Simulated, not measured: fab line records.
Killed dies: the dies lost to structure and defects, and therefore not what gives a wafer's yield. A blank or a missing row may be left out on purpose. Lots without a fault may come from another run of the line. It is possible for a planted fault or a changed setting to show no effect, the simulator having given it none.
A struck lot beside a sound one -- flow n5_finfet -- 33 steps out of a route of 1938
Sound: the wafers L488.1, L488.5, L488.6. The struck wafers were L477.4, L477.5. The cause comes at the end.
At each step with rows: each side's tool, then ch and its chambers, then its first start. Under that, the readings that differ: sound wafers -- struck wafers -- difference of the means -- sigmas: that difference in standard deviations of wafers without a fault.
alike: same words and numbers on both sides, and readings whose means sit less than 2 such deviations apart. not compared: any withheld reading, any reading some wafer has no value for, any bound like >300 that may hide the same value, and any number with overlapping values for which the record gives no deviation.
A row with sigmas, a row that says differs or no value, or rows on one side alone: a step with any of these is where the two part. Non-overlapping numbers with no deviation appear without sigmas and do not part them. A reading that every wafer of one side lacks parts them only if that side has two wafers or more.

first, 10 steps without rows for these wafers: N5_SD_EPI_P_PRECLEAN_51 (cleans in NF3:NH3, afs cycles 1, time 20 s, sublimation time 60 s); N5_SD_EPI_P_VAPOR_ETCH_44 (etches SiGe30 in NF3/Ar, time 3.3 s); N5_SD_EPI_P_EPI_21 (deposits SiGe:B, time 355 s); N5_SD_EPI_P_HM_STRIP_48 (strips SiNx in H3PO4, material SiNx, target depth 3 nm); N5_SD_EPI_P_SRD_49 (time 30 s); N5_SD_EPI_P_PRECLEAN_24 (cleans in O3/DIW, time 45 s); N5_SD_EPI_P_PRECLEAN_32 (cleans in dHF, time 10 s); N5_SD_EPI_P_PRECLEAN_33 (cleans in SC2, time 45 s); N5_SD_EPI_P_SRD_25 (time 30 s); N5_SD_ACTIVATION_RTA_00 (time 0 s).
N5_SD_ACTIVATION_LSA_01: time 0.0008 s.
  struck on laser_anneal-01, day 6 07:40; sound on laser_anneal-02 ch 0, day 8 21:32
  no value came back on the struck wafers for time_s (s), wafer_temp_C_max; on the sound wafers time_s (s) reads 0.0008 0.0008 0.0008
N5_SD_ACTIVATION_RS_MEAS_03: the measuring method here is four-point-probe.
  sound on film_metro-01 at day 8 21:45; struck on film_metro-02 at day 6 07:50
reading,sound,struck,difference,sigmas
RS_SD_N (ohm/sq),22.30 22.00 22.03,29.66 29.27,+7.36,+28
  alike: RS_SD_P
then, 19 steps without rows for these wafers: N5_ILD0_LINER_00 (material SiNx, target thk 4 nm, pulse time 1 s, purge time 2 s); N5_ILD0_FCVD_FILL_01 (material SiO2 flowable, target thk 200 nm, time 328.3 s); N5_ILD0_CURE_02 (time 1800 s); N5_ILD0_CMP_03 (polishes, stops on SiNx, t overpolish 1.9 s, target thk 197.38 nm); N5_ILD0_CMP_07 (polishes SiO2 flowable, stops on poly-Si, t overpolish 1.18 s, target thk 138.88 nm); N5_ILD0_PRECLEAN_10 (cleans in NF3:NH3, afs cycles 5, time 20 s, sublimation time 60 s); N5_ILD0_ALD_15 (deposits SiNx, target thk 24 nm, pulse time 1 s, ald cycles 480); N5_ILD0_CMP_12 (polishes SiNx, stops on poly-Si, t overpolish 6 s, target thk 17.67 nm); N5_SDB_HM_DEP_00 (deposits SiNx from SiH4/NH3/N2, target thk 40 nm, time 35.3 s); N5_SDB_COAT_03 (time 60 s, resist thk 100 nm); N5_SDB_COAT_04 (time 60 s, resist thk 18 nm); N5_SDB_COAT_05 (resist thk 90 nm); N5_SDB_EBR_07; N5_SDB_SOFTBAKE_06 (time 60 s); N5_SDB_EXPOSE_08 (exposes mask SDB); N5_SDB_PEB_09 (peb time 60 s); N5_SDB_DEVELOP_10 (develop time 30 s); N5_SDB_DESCUM_16 (chemistry O2, time 7.9 s); N5_SDB_ETCH_17 (etches SiARC in CF4, target depth 23.4 nm, time 39 s).
-- the record jumps here: 5 days lie between the struck wafers' starts before and after (it left off in module SDB and takes up again in module BEOL_M4, whose first step shown is number 1111 of the route) --
N5_BEOL_M4_RC_MEAS_101:
  sound on prober-02 ch 0, day 14 10:42; struck on prober-01 ch 0, day 11 01:18
reading,sound,struck,difference,sigmas
RC_DENSE_N (ohm.um),18.8 18.4 17.9,25.5 24.8,+6.8,+14
RC_N (ohm.um),15.3 15.1 14.6,20.7 20.2,+5.4,+14
REXT_N (ohm.um),75.9 75.5 73.6,91.2 90.1,+15.7,+8
RS_SD_N (ohm/sq),28.8 28.4 28.3,36.7 36.8,+8.2,+27
  alike: DIBL_N, DIBL_P, IOFF_N, IOFF_P, ION_N, ION_P, SS_N, SS_P, VT_N, VT_P
-- record jumps: 4 days separate the struck wafers' starts on either side; left off in module BEOL_M4, taken up again in module PASSIVATION, whose first shown step is the route's number 1936 --
N5_PASSIVATION_PROBE_49:
  the record has rows for the struck wafers here (prober-01, day 15 06:33) and none for the sound ones

WHERE THEY PART
Earliest at N5_SD_ACTIVATION_LSA_01; latest, in this record, at N5_PASSIVATION_PROBE_49.

WHY: what the simulator had put in
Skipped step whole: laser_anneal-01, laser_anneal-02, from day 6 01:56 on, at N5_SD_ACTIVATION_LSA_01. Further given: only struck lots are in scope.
